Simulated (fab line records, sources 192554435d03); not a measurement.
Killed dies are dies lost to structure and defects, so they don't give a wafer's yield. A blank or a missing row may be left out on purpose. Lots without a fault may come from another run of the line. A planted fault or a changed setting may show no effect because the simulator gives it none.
Chamber matching | flow n5_finfet | N5_PMOS_HMC_CHANNEL_EPI_HM_DEP_34 on pecvd-04: 3 sister chambers
The step deposits SiO2 from TEOS/O2, target thk 36 nm, time 6.9 s. 6 wafers are shown with their chamber, then 7 later ones without.

WAFERS WITH THEIR CHAMBER
wafer  | chamber | throttle_valve_pct (%) | showerhead_plenum_p_Torr (Torr)
L077.3 | 2       | 17.8                   | 8.37
L077.4 | 0       | 17.4                   | 8.36
L077.6 | 0       | 16.9                   | 8.36
L086.3 | 2       | 17.8                   | 8.36
L090.1 | 1       | 20.5                   | 8.40
L090.4 | 1       | 20.6                   | 8.38

WAFERS WITHOUT THEIR CHAMBER
wafer  | throttle_valve_pct (%) | showerhead_plenum_p_Torr (Torr)
L090.6 | 18.1                   | 8.37
L095.2 | 17.4                   | 8.36
L095.5 | 18.1                   | 8.36
L095.6 | 20.1                   | 8.38
L097.2 | 20.6                   | 8.38
L097.3 | 17.2                   | 8.36
L097.5 | 18.3                   | 8.36

WHICH CHAMBER EACH WENT THROUGH
wafer  | from the rows above     | in truth
L090.6 | 2                       | 2
L095.2 | can't be placed: 0 or 2 | 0
L095.5 | 2                       | 2
L095.6 | 1                       | 1
L097.2 | 1                       | 1
L097.3 | 0                       | 0
L097.5 | 2                       | 2
Placed correctly: 6 of 7. Can't be placed from these rows: 1 (the true chamber is among the candidates in 1). Placed wrongly: 0.
How it was worked out, from the rows above alone: a wafer's distance from a chamber is the root of the sum, over the readings, of the square of ((its reading less the chamber's mean) divided by the reading's scatter). The wafer belongs to the nearest chamber; if the next one is less than 2 further off, it can't be placed. A chamber's mean is the mean of its shown wafers. The scatter: the root of (the sum of the squares of (reading less its chamber's mean) over the shown wafers, divided by (wafers less chambers)).
